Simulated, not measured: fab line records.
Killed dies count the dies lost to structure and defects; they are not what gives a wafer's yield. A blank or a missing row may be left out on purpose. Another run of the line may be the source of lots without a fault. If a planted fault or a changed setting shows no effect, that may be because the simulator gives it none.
Split-lot trial + flow n5_finfet + 7 lots, 21 wafers read, on a route of 1938 steps

== SPLIT DETAILS ==
At N5_PASSIVATION_PASS_ETCH_47 (etches SiNx in CF4/O2, target depth 770 nm, time 385 s), the setting source_w was moved away from the recipe's 535 W on 5 of the 21 wafers read, by -17.6% to +17.0%. This setting was run at the recipe's value on the other wafers.

The reading comes from the split's own step.

== THE READING ==
etch.depth_nm (the simulator's own value, which no gauge read), in nm, at N5_PASSIVATION_PASS_ETCH_47 (etches SiNx in CF4/O2, target depth 770 nm, time 385 s). The file does not state a usual value for it. Across the 16 wafers here that went through the recipe, the average is 789.9 nm and the standard deviation 15 nm.

| wafer  | tool, chamber at the split | source_w as run, W | against the recipe | etch.depth_nm, nm | against lot-mates on the recipe |
|--------|----------------------------|--------------------|--------------------|-------------------|---------------------------------|
| L080.2 | rie_diel-05, 3             | 535                | recipe             | 806.2             | -                               |
| L080.3 | rie_diel-05, 1             | 535                | recipe             | 792.1             | -                               |
| L080.5 | rie_diel-05, 2             | 482.5              | -9.8%              | 709.6             | -89.6                           |
| L081.1 | rie_diel-04, 3             | 535                | recipe             | 799.4             | -                               |
| L081.3 | rie_diel-04, 2             | 535                | recipe             | 771.6             | -                               |
| L081.4 | rie_diel-04, 0             | 535                | recipe             | 792.8             | -                               |
| L082.1 | rie_diel-04, 2             | 535                | recipe             | 769.2             | -                               |
| L082.3 | rie_diel-04, 1             | 535                | recipe             | 792.5             | -                               |
| L082.4 | rie_diel-04, 0             | 535                | recipe             | 789               | -                               |
| L083.1 | rie_diel-06, 0             | 535                | recipe             | 766.2             | -                               |
| L083.4 | rie_diel-06, 1             | 441.1              | -17.6%             | 678.8             | -87.4                           |
| L083.6 | rie_diel-06, 1             | 441.1              | -17.6%             | 676               | -90.2                           |
| L088.3 | rie_diel-04, 2             | 535                | recipe             | 762.9             | -                               |
| L088.4 | rie_diel-04, 3             | 625.9              | +17.0%             | 916.4             | +141.1                          |
| L088.5 | rie_diel-04, 3             | 535                | recipe             | 787.6             | -                               |
| L093.2 | rie_diel-04, 3             | 535                | recipe             | 807.1             | -                               |
| L093.4 | rie_diel-04, 2             | 615.5              | +15.0%             | 856.9             | +55.7                           |
| L093.5 | rie_diel-04, 0             | 535                | recipe             | 795.2             | -                               |
| L094.1 | rie_diel-06, 1             | 535                | recipe             | 814.1             | -                               |
| L094.2 | rie_diel-06, 3             | 535                | recipe             | 788.9             | -                               |
| L094.5 | rie_diel-06, 1             | 535                | recipe             | 803.6             | -                               |

THE FIT
A straight line over all 21 wafers: etch.depth_nm changes by +6.42 nm for each +1% of source_w; r = +0.95; the points scatter about the line by 16 nm.
The same after taking each lot's own level away (the mean of its wafers on the recipe; 21 wafers): +5.9 nm for each +1%; r = +0.94; scatter 17 nm.
Per that fit: largest source_w move, reading shift of 1e+02 nm.
The span of the lots' own levels, 766.20 to 802.20 nm, comes to 2.4 times the standard deviation stated above.
So the lot-to-lot level changes the slope little: the two slopes agree.
Check: for one of the wafers moved furthest among these (-17.6%), held out of the fit, the line's prediction against its lot-mates is -109 nm. It came out at -87.4 nm against them.

== THESE WAFERS: OTHER SPLITS ==
Note: prior to the reading, these wafers also went through further splits. Each is held against what the fit with the lots' levels taken away leaves over:
| other split on the same wafers | wafers away from the commonest value | r with etch.depth_nm (lot level and that fit taken away) |
|--------------------------------|--------------------------------------|----------------------------------------------------------|
| N5_MIM_BOT_ETCH_ETCH_04 time_s | 5                                    | -0.01                                                    |
| N5_PASSIVATION_PECVD_01 time_s | 4                                    | +0.03                                                    |

== THE FILE'S OWN FIT ==
etch.depth_nm changes by +6.17 nm for each +1% of source_w, r = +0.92.
